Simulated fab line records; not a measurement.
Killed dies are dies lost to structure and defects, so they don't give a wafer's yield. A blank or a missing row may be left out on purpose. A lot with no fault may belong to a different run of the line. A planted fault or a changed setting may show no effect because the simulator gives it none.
Chamber matching ; flow nand-harc ; rie-diel-02 running NHARC_P_M0_ETCH_34: 4 sister chambers
The step etches the open film in N2/H2, target depth 40 nm, overetch 12 nm, time 43.94 s. 4 wafers are shown with their chamber, then 8 later ones without.

== WAFERS WITH THEIR CHAMBER ==
wafer;chamber;showerhead-plenum-p-Torr (Torr)
L270.5;2;2.05
L286.2;3;1.99
L286.3;1;2.16
L288.3;0;1.92

== WAFERS WHOSE CHAMBER IS MISSING ==
wafer;showerhead-plenum-p-Torr (Torr)
L288.4;2.04
L288.6;1.92
L289.1;1.98
L289.3;2.16
L289.6;2.04
L290.1;2.16
L290.2;1.92
L290.6;1.98

== THE CHAMBER EACH PASSED THROUGH ==
wafer;from the rows above;in truth
L288.4;2;2
L288.6;0;0
L289.1;3;3
L289.3;1;1
L289.6;2;2
L290.1;1;1
L290.2;0;0
L290.6;3;3
Correct placement for 8 of the 8. Number that these rows cannot place: 0. Placed wrongly: 0.
How it was worked out, from the rows above alone: a wafer's distance from a chamber is the root of the sum, over the readings, of the square of ((its reading less the chamber's mean) divided by the reading's scatter). The wafer belongs to the nearest chamber; if the next one is less than 2 further off, it can't be placed. Each chamber's mean is taken over the wafers shown for it. The scatter (one wafer shown for each chamber): square how far every hidden wafer sits from the nearest shown wafer, average those squares and take the square root.
